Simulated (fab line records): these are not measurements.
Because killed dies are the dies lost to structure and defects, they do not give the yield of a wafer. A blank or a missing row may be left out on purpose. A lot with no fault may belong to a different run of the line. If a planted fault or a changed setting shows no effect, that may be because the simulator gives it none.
8D (eight disciplines) problem report, filled in by code / flow n5 finfet / the parts of the form that need people (team, actions taken, sign-off) are left out

## 1. WHAT WENT WRONG
Wafers without a fault read 0.986 a.u., standard deviation 0.021; oes product au at N5_FIN_SAQP_ETCH_65 reads a mean of 1.329 a.u. on 3 wafers belonging to 2 lots. That is +16 standard deviations from the usual mean.
The step: etches SiO2 in CF4, target depth 4 nm, time 4.4 s.
Earliest sighting: wafer L513.3 on rie si-05 at day 4 19:59. At this step, 18 wafers from 6 lots have a number in the record. Rule for "out", or "out of limits": more than 4 standard deviations from the usual mean. The other wafers with a number count as sound.

## 2. WHAT IT IS; WHAT IT IS NOT
question=which readings at this step | is=oes product au | is not=drypump motor current A, throttle valve pct
question=which lots | is=L513, L517 | is not=L504, L505, L516, L524
question=which wafers of those lots | is=L513.3, L513.6, L517.6 | is not=L513.2, L517.2, L517.4
question=read on which tools | is=rie si-05 | is not=rie si-02, rie si-03
question=when | is=from day 4 19:59 | is not=up to then (7 sound wafers); but 8 sound wafers of L516, L517, L524 came after

## 3. SUSPECTS, AND WHAT RULES EACH OUT
Counting: a tool at a process step up to the reading stays a suspect if it ran every lot that is out. Sound lots after the first of them don't rule it out here, since some wafers of a struck lot are sound.
- rie diel-06 at N5_FIN_SAQP_HM_OPEN_73 (chemistry CHF3/O2, target SiO2, stops on a-Si, target depth 12 nm, time 16.8 s): kept. Every lot that is out went through it, the first being L513 (day 4 17:08); the last sound lot it ran before that was L504 (day 2 11:54).
- rie si-05 at N5_FIN_SAQP_ETCH_65 (etches SiO2 in CF4, target depth 4 nm, time 4.4 s): kept. Every lot that is out went through it, the first being L513 (day 4 19:59); the last sound lot it ran before that was L505 (day 2 18:15). Out on those wafers are its own readings of oes product au.
Left after counting: rie diel-06 at N5_FIN_SAQP_HM_OPEN_73, rie si-05 at N5_FIN_SAQP_ETCH_65.

## 4. THE CAUSE (what the simulator had put in)
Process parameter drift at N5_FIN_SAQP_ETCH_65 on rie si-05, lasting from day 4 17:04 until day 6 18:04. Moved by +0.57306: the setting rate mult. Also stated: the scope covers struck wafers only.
Counting leaves 2 suspects; this tool is one of them.

## 5. THE EFFECT CHAIN, in route order
Each row: a reading whose mean over the struck wafers that have a number lies more than 3 standard deviations from the usual. Readings are gone through only where the record gives a usual standard deviation; hours: the median, over the lots, of the time from a lot's start at the first step in this table giving one to that lot's start at this step; sigmas: the change measured in usual standard deviations.
hours=0; step=N5_FIN_SAQP_ETCH_65; reading=oes product au; usual=0.986 a.u.; on struck wafers=1.329; change=+0.343; sigmas=+16
The process steps in it:
- N5_FIN_SAQP_ETCH_65: etches SiO2 in CF4, target depth 4 nm, time 4.4 s.
At these later measuring or inspecting steps, every struck wafer for which the step has a row has a number for every such reading, and none has moved that far: N5_BEOL_M4_RC_MEAS_101.

## 6. HOW IT WOULD HAVE BEEN CAUGHT EARLIER
The fault began at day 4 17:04; the first out-of-limits reading in this record came at day 4 19:59, 3 hours later.
